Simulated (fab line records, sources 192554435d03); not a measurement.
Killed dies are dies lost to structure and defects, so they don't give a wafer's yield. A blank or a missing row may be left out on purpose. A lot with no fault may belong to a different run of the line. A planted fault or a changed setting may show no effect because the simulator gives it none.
Matching of chambers | flow n5_finfet | pecvd-04 running N5_PASSIVATION_PECVD_01: 3 sister chambers
The step deposits SiNx from SiH4/NH3/N2, target thk 200 nm, time 43.2 s. 33 wafers are shown with their chamber, then 12 later ones without.

## WAFERS WITH THEIR CHAMBER
wafer  | chamber | throttle_valve_pct (%) | showerhead_plenum_p_Torr (Torr) | heater_power_w (W)
L083.1 | 2       | 28.2                   | 8.60                            | 232
L083.2 | 1       | 27.6                   | 8.69                            | 468
L083.3 | 0       | 32.9                   | 8.70                            | 383
L083.4 | 1       | 27.8                   | 8.72                            | 467
L083.5 | 2       | 28.8                   | 8.63                            | 252
L083.6 | 0       | 32.8                   | 8.68                            | 391
L082.1 | 0       | 33.1                   | 8.68                            | 297
L082.4 | 2       | 28.4                   | 8.58                            | 327
L082.5 | 0       | 32.9                   | 8.68                            | 324
L084.1 | 2       | 28.4                   | 8.59                            | 353
L084.4 | 0       | 32.9                   | 8.70                            | 382
L084.5 | 2       | 28.6                   | 8.60                            | 357
L085.1 | 0       | 32.9                   | 8.69                            | 439
L085.4 | 1       | 27.8                   | 8.70                            | 408
L085.6 | 0       | 32.9                   | 8.69                            | 287
L089.1 | 1       | 27.7                   | 8.70                            | 522
L089.2 | 0       | 32.9                   | 8.70                            | 453
L089.4 | 0       | 33.0                   | 8.69                            | 300
L087.3 | 0       | 33.0                   | 8.69                            | 390
L087.4 | 1       | 27.8                   | 8.71                            | 452
L087.6 | 2       | 28.5                   | 8.62                            | 349
L090.1 | 0       | 33.1                   | 8.70                            | 400
L090.2 | 2       | 28.5                   | 8.61                            | 263
L090.3 | 0       | 33.3                   | 8.66                            | 410
L091.1 | 0       | 33.0                   | 8.67                            | 401
L091.4 | 0       | 32.9                   | 8.71                            | 407
L091.6 | 2       | 28.7                   | 8.62                            | 355
L094.1 | 0       | 32.9                   | 8.69                            | 424
L094.4 | 2       | 28.5                   | 8.60                            | 340
L094.6 | 2       | 29.0                   | 8.60                            | 352
L093.1 | 2       | 28.8                   | 8.63                            | 219
L093.2 | 1       | 26.6                   | 8.69                            | 555
L093.3 | 0       | 32.7                   | 8.69                            | 415

SIGNATURES (means of the wafers above)
reading                  | chamber 0 | chamber 1 | chamber 2 | scatter within a chamber
throttle_valve_pct       | 32.950    | 27.550    | 28.582    | 0.252
showerhead_plenum_p_Torr | 8.6887    | 8.7017    | 8.6073    | 0.0138
heater_power_w           | 381.44    | 478.67    | 309.00    | 52.9
Rule: distance of a wafer from a chamber = root of the sum over the readings of ((wafer's reading minus chamber's mean) / reading's scatter) squared. The wafer belongs to the nearest chamber; if the next one is less than 2 further off, it can't be placed. How the scatter is found: for the shown wafers, subtract from each reading the mean of its chamber, square and add these, divide the total by (wafers less chambers), then take the root.

## WAFERS MISSING THEIR CHAMBER
wafer  | throttle_valve_pct (%) | showerhead_plenum_p_Torr (Torr) | heater_power_w (W)
L093.4 | 33.1                   | 8.68                            | 415
L093.5 | 26.6                   | 8.69                            | 568
L093.6 | 28.8                   | 8.59                            | 238
L096.1 | 33.0                   | 8.68                            | 413
L096.2 | 28.8                   | 8.59                            | 348
L096.5 | 28.9                   | 8.61                            | 348
L097.1 | 32.8                   | 8.69                            | 417
L097.2 | 26.6                   | 8.69                            | 438
L097.3 | 28.9                   | 8.60                            | 354
L097.4 | 26.5                   | 8.68                            | 449
L097.5 | 32.9                   | 8.69                            | 426
L097.6 | 28.8                   | 8.62                            | 218

## WHICH CHAMBER EACH WENT THROUGH
wafer  | from the rows above | in truth
L093.4 | 0                   | 0
L093.5 | 1                   | 1
L093.6 | 2                   | 2
L096.1 | 0                   | 0
L096.2 | 2                   | 2
L096.5 | 2                   | 2
L097.1 | 0                   | 0
L097.2 | 1                   | 1
L097.3 | 2                   | 2
L097.4 | 1                   | 1
L097.5 | 0                   | 0
L097.6 | 2                   | 2
Correct placement for 12 of the 12. Left unplaced by these rows: 0. Number placed wrongly: 0.
